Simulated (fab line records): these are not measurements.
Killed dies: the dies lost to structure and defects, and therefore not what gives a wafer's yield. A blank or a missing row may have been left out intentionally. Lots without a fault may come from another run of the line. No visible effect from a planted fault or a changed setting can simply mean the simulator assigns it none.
Split-lot trial | flow n5_finfet | 21 wafers read from 7 lots, route of 1938 steps

## SPLIT DETAILS
At N5_BEOL_M3_COAT_76 (time 60 s, resist thk 5 nm), the setting spin_rpm was moved away from the recipe's 1500 rpm on 5 of the 21 wafers read, by -7.9% to +6.0%. This setting was run at the recipe's value on the other wafers.

## FROM THE SPLIT TO THE READING: what the file shows between them, 3 steps
- N5_BEOL_M3_COAT_22: resist thk 30 nm
- N5_BEOL_M3_EBR_24
- N5_BEOL_M3_DESCUM_33: chemistry O2, time 7 s

## THE READING
etch.depth_nm (the simulator's own value, which no gauge read), in nm, at N5_BEOL_M3_ETCH_77 (etches underlayer in N2/H2, target depth 6.5 nm, time 5.2 s). No usual value for it is given in the file. Average 5.007 nm, standard deviation 0.012 nm, over the 16 wafers here run with the recipe.

wafer  | tool, chamber at the split | spin_rpm as run, rpm | against the recipe | etch.depth_nm, nm | against lot-mates on the recipe
L083.3 | litho_track-01, 0          | 1500                 | recipe             | 5.004             | -
L083.4 | litho_track-01, 0          | 1500                 | recipe             | 5.008             | -
L083.6 | litho_track-01, 0          | 1500                 | recipe             | 5.002             | -
L090.1 | litho_track-05, 0          | 1500                 | recipe             | 5.015             | -
L090.2 | litho_track-05, 0          | 1500                 | recipe             | 5.007             | -
L090.6 | litho_track-05, 0          | 1500                 | recipe             | 5.01              | -
L089.2 | litho_track-01, 0          | 1500                 | recipe             | 5.003             | -
L089.5 | litho_track-01, 0          | 1500                 | recipe             | 4.996             | -
L089.6 | litho_track-01, 0          | 1500                 | recipe             | 5                 | -
L091.2 | litho_track-02, 0          | 1500                 | recipe             | 4.977             | -
L091.4 | litho_track-02, 0          | 1500                 | recipe             | 4.993             | -
L091.5 | litho_track-02, 0          | 1438                 | -4.1%              | 5.097             | +0.112
L092.1 | litho_track-01, 0          | 1590                 | +6.0%              | 4.862             | -0.149
L092.3 | litho_track-01, 0          | 1500                 | recipe             | 5.011             | -
L092.5 | litho_track-01, 0          | 1500                 | recipe             | 5.011             | -
L094.2 | litho_track-05, 0          | 1381                 | -7.9%              | 5.231             | no lot-mate on the recipe
L094.4 | litho_track-05, 0          | 1381                 | -7.9%              | 5.232             | no lot-mate on the recipe
L094.6 | litho_track-05, 0          | 1381                 | -7.9%              | 5.217             | no lot-mate on the recipe
L097.1 | litho_track-05, 0          | 1500                 | recipe             | 5.023             | -
L097.2 | litho_track-05, 0          | 1500                 | recipe             | 5.028             | -
L097.4 | litho_track-05, 0          | 1500                 | recipe             | 5.018             | -

FIT RESULTS
A straight line over all 21 wafers: etch.depth_nm changes by -0.0267 nm for each +1% of spin_rpm; r = -0.99; the points scatter about the line by 0.013 nm.
The same after taking each lot's own level away (the mean of its wafers on the recipe; 18 wafers): -0.0256 nm for each +1%; r = -1.00; scatter 0.0044 nm.
On that fit, the largest move of spin_rpm shifts the reading by 0.2 nm.
From 4.9850 to 5.0230 nm: that is the span of the lots' own levels, equal to 3.2 times the standard deviation above.
So the lot-to-lot level changes the slope little: the two slopes agree.
Check: with one of the wafers moved furthest among these (+6.0%) left out of the fit, the line predicts -0.163 nm for it against its lot-mates. Against them it came out at -0.149 nm.

## OTHER SPLITS APPLIED TO THESE WAFERS
Note: prior to the reading, these wafers also went through further splits. Each is held against what the fit with the lots' levels taken away leaves over:
other split on the same wafers       | wafers away from the commonest value | r with etch.depth_nm (lot level and that fit taken away)
N5_MOL_CONTACT_COAG_COAT_76 spin_rpm | 8                                    | -0.11
N5_BEOL_M0_SAQP_PECVD_96 time_s      | 5                                    | -0.11
N5_BEOL_M0_SAQP_ETCH_88 source_w     | 5                                    | -0.37
N5_BEOL_M0_CUTY_COAT_51 spin_rpm     | 7                                    | +0.11
N5_BEOL_M1_ETCH_64 source_w          | 9                                    | +0.13
N5_BEOL_M2_DESCUM_33 time_s          | 8                                    | -0.08
N5_BEOL_M2_ETCH_70 bias_w            | 5                                    | -0.21
N5_BEOL_M3_ETCH_64 time_s            | 8                                    | -0.07

## THE FILE'S OWN FIT
etch.depth_nm changes by -0.0254 nm for each +1% of spin_rpm, r = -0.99.
